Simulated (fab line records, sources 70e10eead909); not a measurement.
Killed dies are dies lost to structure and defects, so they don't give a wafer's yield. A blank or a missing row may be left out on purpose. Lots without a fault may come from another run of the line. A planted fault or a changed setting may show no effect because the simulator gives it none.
fab line records | flow nand_harc
record lots=12 wafers=36 last_day=33
route steps=1302 shown P_START@1 P_ZERO_WELL@18 P_STI@89
lots that met no fault: from a run of the same line without faults
start_h: hours from the record's first day to the start of the lot's first wafer shown | wait_h: hours since the lot's step before | " the same as in the row above | L1.1+2: a row that stands for several wafers | - no value, or no start given | * or withheld: withheld | < > ~ a bound
route shown NAME@n: a module of which the file shows steps, and the number in the route of the first | usual: mean/standard deviation of fault-free wafers | same: alike in all rows | chamber/n: place in a boat | sites: the reading at each site | _std_site: their standard deviation | _edge_site: outer sites' mean less inner sites' | radius_mm: how far each site lies from the wafer's centre | mask NAME#n: copy n | behind: the tool/chamber that last shaped the wafer | hold: why the lot was held/for how many hours/how that ended | device: the transistor (n, p or np) that didn't switch | end of line: the same wafers' tests at the end of the route | a step without rows: its recipe alone | killed: dies lost to structure and defects at the first sort, not the wafer's yield | map: a wafer's dies, x killed, . not, _ none there
set.NAME: the setting as run; set.NAME@STEP: as run at that earlier step | model.NAME: the simulator's own value behind a step, which no gauge read
steps of the route over a sample of lots; a table a step, a row a wafer
services: from which hour (start_h, from the record's first day; less than 0 if before it) a tool's chamber was out of use, for how many hours, and why
## steps
# step NHARC_P_START_INSPECT_01
# usual raw_defect_count=3.4/2
# columns lot.wafer tool chamber start_h wait_h raw_defect_count
L377.2 defect_inspect-01 - 20.05 - 2
L377.4 " - " " 6
L377.6 " - " " 8
L379.2 defect_inspect-01 - 40.04 - 1
L379.3 " - " " 2
L379.5 " - " " 3
L383.1 defect_inspect-01 - 80.04 - 2
L383.2 " - " " 1
L383.3 " - " " 3
L384.1 defect_inspect-02 - 90.04 - 2
L384.3 " - " " 2
L384.6 " - " " 3
L386.2 defect_inspect-02 - 110.04 - 5
L386.4 " - " " 2
L386.5 " - " " 6
L388.1 defect_inspect-01 - 130.04 - 3
L388.2 " - " " 4
L388.6 " - " " 4
L392.2 defect_inspect-02 - 170.04 - 7
L392.4 " - " " 8
L392.6 " - " " 3
L396.3 defect_inspect-01 - 210.04 - 4
L396.4 " - " " 4
L396.5 " - " " 4
L397.3 defect_inspect-02 - 220.04 - 8
L397.5 " - " " 8
L397.6 " - " " 7
L398.1 defect_inspect-01 - 230.04 - 4
L398.2 " - " " 6
L398.6 " - " " 4
L399.2 defect_inspect-02 - 240.05 - 2
L399.5 " - " " 4
L399.6 " - " " 3
L400.3 defect_inspect-02 - 250.04 - 4
L400.4 " - " " 4
L400.6 " - " " 1
# step NHARC_P_ZERO_WELL_ETCH_62
# recipe target_depth_a=130 time_s=6.5 chf3_flow_sccm=50 ar_flow_sccm=200 rf_w=500 bias_w=200 chemistry=CHF3/Ar
# usual drypump_motor_current_A=5.8/0.47 oes_product_au=0.958/0.019 rf_vpp_V=370.8/2.8 showerhead_plenum_p_Torr=2.36/0.12 throttle_valve_pct=20.217/0.0087
# columns lot.wafer tool chamber start_h wait_h drypump_motor_current_A oes_product_au rf_hours_counter_h rf_vpp_V showerhead_plenum_p_Torr throttle_valve_pct
L377.2 rie_diel-02 3 - - 5.3 0.943 44 369.9 2.38 20.216
L377.6 " 2 " " 6.2 0.908 - 374.8 2.47 20.224
L377.4 " 3 " " 5.3 0.940 - 370.8 2.38 20.220
L379.3 rie_diel-11 3 - - 6.2 0.962 37 367.9 2.26 20.214
L379.2 " 1 " " 5.4 0.966 40 372.5 2.44 20.222
L379.5 " 3 " " 6.2 0.950 - 366.6 2.26 20.215
L383.3 rie_diel-10 3 - - 6.8 0.950 1 373.3 2.48 20.205
L383.2 " 0 " " 5.5 0.946 1 373.9 2.47 20.206
L383.1 " 2 " " 5.1 0.944 1 368.7 2.21 20.221
L384.1 rie_diel-02 2 - - 6.2 0.969 20 372.5 2.46 20.221
L384.3 " 3 " " 5.3 0.990 13 371.7 2.37 20.236
L384.6 " 0 " " 6.0 0.950 - 369.0 2.25 20.209
L386.2 rie_diel-11 3 - - 6.3 0.926 4 368.9 2.26 20.215
L386.4 " 1 " " 5.4 0.944 3 371.4 2.43 20.218
L386.5 " 3 " " 6.2 0.922 - 368.9 2.26 20.205
L388.2 rie_diel-10 0 - - 5.5 0.964 24 372.7 2.46 20.212
L388.1 " 2 " " 5.1 0.971 21 366.1 2.21 20.208
L388.6 " 0 " " 5.5 0.968 - 372.5 2.46 20.200
L392.4 rie_diel-11 2 - - 6.1 0.981 22 368.7 2.20 20.216
L392.2 " 3 " " 6.3 0.963 21 369.9 2.25 20.222
L392.6 " 0 " " 5.3 0.980 - 373.3 2.51 20.204
L396.3 rie_diel-11 2 - - 6.0 0.933 33 366.7 2.19 20.211
L396.4 " 3 " " 6.2 0.922 32 369.1 2.25 20.217
L396.5 " 0 " " 5.4 0.938 - 374.1 2.50 20.197
L397.3 rie_diel-10 3 - - 6.7 0.960 47 374.7 2.46 20.234
L397.5 " 3 " " 6.7 0.955 - 372.8 2.46 20.218
L397.6 " 0 " " 5.5 0.961 - 374.0 2.45 20.221
L398.2 rie_diel-11 1 - - 5.4 0.943 38 374.0 2.42 20.215
L398.1 " 2 " " 6.1 0.966 39 366.3 2.19 20.210
L398.6 " 2 " " 6.1 0.967 - 366.9 2.19 20.230
L399.2 rie_diel-11 3 - - 6.3 0.948 40 368.8 2.25 20.216
L399.6 " 2 " " 6.1 0.970 - 366.1 2.19 20.199
L399.5 " 3 " " 6.2 0.941 - 368.9 2.25 20.226
L400.4 rie_diel-11 2 - - 6.1 0.939 48 368.1 2.19 20.220
L400.3 " 0 " " 5.4 0.959 44 374.1 2.50 20.230
L400.6 " 2 " " 6.0 0.931 - 366.2 2.19 20.217
# step NHARC_P_ZERO_WELL_EXPOSE_34
# recipe na=0.6 target_cd_nm=720 dose_mj=22.31 mask_id=P_PWELL
# usual focus_offset_nm=0.1/0.55
# columns lot.wafer tool chamber start_h wait_h mask focus_offset_nm
L377.2 krf_scanner-04 0 24.05 - P_PWELL#0 0.3
L377.4 " 0 " " P_PWELL#0 0.4
L377.6 " 0 " " P_PWELL#0 0.5
L379.2 krf_scanner-02 0 44.15 - P_PWELL#0 0.4
L379.3 " 0 " " P_PWELL#0 0.2
L379.5 " 0 " " P_PWELL#0 0.7
L383.1 krf_scanner-03 0 86.79 - P_PWELL#0 0.3
L383.2 " 0 " " P_PWELL#0 0.4
L383.3 " 0 " " P_PWELL#0 0.3
L384.1 krf_scanner-03 0 93.84 - P_PWELL#0 0.0
L384.3 " 0 " " P_PWELL#0 -1.0
L384.6 " 0 " " P_PWELL#0 -0.2
L386.2 krf_scanner-03 0 114.27 - P_PWELL#0 0.8
L386.4 " 0 " " P_PWELL#0 0.9
L386.5 " 0 " " P_PWELL#0 0.6
L388.1 krf_scanner-02 0 134.10 - P_PWELL_R1#0 0.0
L388.2 " 0 " " P_PWELL_R1#0 0.1
L388.6 " 0 " " P_PWELL_R1#0 0.1
L392.2 krf_scanner-02 0 174.07 - P_PWELL#0 -0.2
L392.4 " 0 " " P_PWELL#0 0.0
L392.6 " 0 " " P_PWELL#0 0.2
L396.3 krf_scanner-03 0 213.96 - P_PWELL#0 0.0
L396.4 " 0 " " P_PWELL#0 0.3
L396.5 " 0 " " P_PWELL#0 0.0
L397.3 krf_scanner-04 0 224.19 - P_PWELL#0 -0.4
L397.5 " 0 " " P_PWELL#0 0.8
L397.6 " 0 " " P_PWELL#0 0.4
L398.1 krf_scanner-02 0 234.68 - P_PWELL#0 0.5
L398.2 " 0 " " P_PWELL#0 -0.2
L398.6 " 0 " " P_PWELL#0 1.1
L399.2 krf_scanner-04 0 243.97 - P_PWELL#0 1.1
L399.5 " 0 " " P_PWELL#0 0.8
L399.6 " 0 " " P_PWELL#0 1.0
L400.3 krf_scanner-02 0 254.02 - P_PWELL#0 0.2
L400.4 " 0 " " P_PWELL#0 -0.1
L400.6 " 0 " " P_PWELL#0 0.2
# step NHARC_P_ZERO_WELL_CD_MEAS_37
# recipe target_cd_nm=720 landing_energy_ev=500
# usual cd_nm=719.4/2.1
# columns lot.wafer tool chamber start_h wait_h cd_nm
L377.2 cd_sem-01 0 24.20 - 719.7
L377.4 " 0 " " 720.4
L377.6 " 0 " " 721.1
L379.2 cd_sem-01 0 44.31 - 718.3
L379.3 " 0 " " 719.1
L379.5 " 0 " " 716.7
L383.1 cd_sem-03 0 86.95 - 720.3
L383.2 " 0 " " 719.0
L383.3 " 0 " " 718.7
L384.1 cd_sem-01 0 94.00 - 721.2
L384.3 " 0 " " 719.8
L384.6 " 0 " " 716.9
L386.2 cd_sem-03 0 114.42 - 721.3
L386.4 " 0 " " 720.3
L386.5 " 0 " " 720.9
L388.1 cd_sem-01 0 134.26 - 689.6
L388.2 " 0 " " 689.4
L388.6 " 0 " " 691.4
L392.2 cd_sem-01 0 174.23 - 723.5
L392.4 " 0 " " 720.9
L392.6 " 0 " " 721.0
L396.3 cd_sem-01 0 214.11 - 721.7
L396.4 " 0 " " 721.6
L396.5 " 0 " " 722.4
L397.3 cd_sem-02 0 224.34 - 717.8
L397.5 " 0 " " 717.8
L397.6 " 0 " " 717.7
L398.1 cd_sem-01 0 234.83 - 720.8
L398.2 " 0 " " 721.2
L398.6 " 0 " " 720.0
L399.2 cd_sem-03 0 244.12 - 721.9
L399.5 " 0 " " 722.4
L399.6 " 0 " " 720.3
L400.3 cd_sem-02 0 254.17 - 720.0
L400.4 " 0 " " 722.0
L400.6 " 0 " " 721.6
# step NHARC_P_STI_ETCH_31
# recipe target_depth_a=1089 time_s=54.5 cf4_flow_sccm=100 chf3_flow_sccm=30 ar_flow_sccm=0 rf_w=500 bias_w=200 chemistry=CF4/CHF3
# usual drypump_motor_current_A=5.7/0.47 oes_product_au=0.966/0.015 rf_vpp_V=371.7/2.1 showerhead_plenum_p_Torr=1.60/0.058 throttle_valve_pct=16.803/0.0087
# columns lot.wafer tool chamber start_h wait_h drypump_motor_current_A oes_product_au rf_hours_counter_h rf_vpp_V showerhead_plenum_p_Torr throttle_valve_pct
L377.2 rie_diel-06 0 - - 5.8 0.978 5 371.8 1.54 16.789
L377.4 " 3 " " 5.8 0.957 5 372.7 1.64 16.800
L377.6 " 0 " " 5.8 0.985 - 368.5 1.54 16.806
L379.2 rie_diel-07 3 - - 5.7 0.960 12 373.1 1.62 16.798
L379.3 " 1 " " 5.3 0.982 11 366.9 1.49 16.816
L379.5 " 3 " " 5.7 0.973 - 372.4 1.62 16.788
L383.2 rie_diel-07 3 - - 5.7 0.973 15 372.0 1.62 16.812
L383.3 " 0 " " 5.5 0.961 14 371.9 1.60 16.810
L383.1 " 2 " " 4.8 0.982 17 372.2 1.63 16.809
L384.3 rie_diel-01 0 - - 5.2 0.963 3 370.5 1.57 16.810
L384.1 " 1 " " 5.2 0.968 4 373.5 1.66 16.791
L384.6 " 2 " " 5.9 0.973 - 372.2 1.64 16.804
L386.4 rie_diel-07 3 - - 5.7 0.960 1 373.2 1.62 16.800
L386.2 " 2 " " 4.8 0.965 1 372.6 1.63 16.800
L386.5 " 0 " " 5.5 0.967 - 370.4 1.60 16.817
L388.1 rie_diel-01 2 - - 5.9 0.975 4 373.2 1.64 16.801
L388.2 " 3 " " 6.5 0.964 5 368.4 1.52 16.823
L388.6 " 2 " " 6.0 0.989 - 371.7 1.64 16.814
L392.4 rie_diel-01 2 - - 5.9 0.958 6 373.8 1.64 16.805
L392.2 " 1 " " 5.2 0.943 8 373.7 1.66 16.794
L392.6 " 2 " " 5.9 0.972 - 372.9 1.64 16.801
L396.3 rie_diel-07 1 - - 5.3 0.961 9 368.6 1.48 16.806
L396.5 " 2 " " 4.8 0.974 - 372.5 1.63 16.807
L396.4 " 3 " " 5.7 0.954 - 372.2 1.62 16.791
L397.3 rie_diel-06 3 - - 5.8 0.963 7 373.5 1.63 16.800
L397.5 " 1 " " 5.8 0.977 - 375.1 1.69 16.807
L397.6 " 2 " " 6.6 0.969 - 371.3 1.57 16.786
L398.1 rie_diel-01 1 - - 5.2 0.950 1 373.4 1.66 16.791
L398.2 " 2 " " 5.9 0.992 1 372.2 1.64 16.799
L398.6 " 2 " " 5.9 0.978 - 373.0 1.64 16.812
L399.2 rie_diel-01 2 - - 5.8 0.969 2 372.5 1.64 16.806
L399.5 " 0 " " 5.2 0.975 - 370.6 1.57 16.816
L399.6 " 1 " " 5.2 0.939 - 374.7 1.66 16.814
L400.4 rie_diel-01 2 - - 5.9 0.993 2 372.7 1.64 16.783
L400.3 " 3 " " 6.5 0.973 2 370.4 1.52 16.788
L400.6 " 2 " " 5.9 0.985 - 373.2 1.64 16.797
## services
# columns tool chamber start_h hours kind
krf_scanner-04 - 10.00 4.0 pm
rie_diel-01 - 26.80 9.0 pm
rie_diel-10 2 27.32 7.5 repair
rie_diel-11 2 40.22 3.2 repair
rie_diel-07 0 45.09 3.0 repair
krf_scanner-02 - 45.46 25.6 repair
krf_scanner-03 - 51.63 1.4 repair
rie_diel-11 2 52.01 2.6 repair
krf_scanner-03 - 53.04 4.0 pm
rie_diel-11 - 78.50 9.0 pm
rie_diel-01 2 83.33 9.7 repair
rie_diel-11 3 92.23 1.5 repair
krf_scanner-02 - 94.00 4.0 pm
rie_diel-07 - 117.20 9.0 pm
rie_diel-07 2 162.96 19.0 repair
rie_diel-01 - 203.80 9.0 pm
rie_diel-11 - 213.28 0.3 repair
krf_scanner-03 - 225.04 4.0 pm
rie_diel-07 0 235.14 9.8 repair
rie_diel-01 - 249.69 0.8 repair
rie_diel-11 - 257.42 9.0 pm
rie_diel-07 3 264.80 9.4 repair
krf_scanner-02 - 266.00 4.0 pm
krf_scanner-02 - 272.33 0.8 repair
## key
first_sign step=NHARC_P_ZERO_WELL_EXPOSE_34 reading=mask direction=changed
effect step=NHARC_P_ZERO_WELL_CD_MEAS_37 reading=cd_nm direction=down sigmas=14 usual=719.4 struck=690.1
met_at NHARC_P_ZERO_WELL_EXPOSE_34
struck_lots L388
tester_left_out L388
not_acting_at NHARC_P_START_INSPECT_01,NHARC_P_ZERO_WELL_ETCH_62,NHARC_P_STI_ETCH_31
onset_between 44.15 134.10
fault kind=wrong_mask tool=any chamber=- onset_h=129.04 steps=NHARC_P_ZERO_WELL_EXPOSE_34 aux_copy=P_PWELL_R1#0 cd_offset_nm=-31.552 scope=struck_lots_only
# tester_left_out: of these lots the tester's yield and bins aren't shown, on N5 and GAA mostly nor the transistor test; their killed dies are dies lost to structure and defects alone, not to doping, threshold or leakage, so they don't give the yield
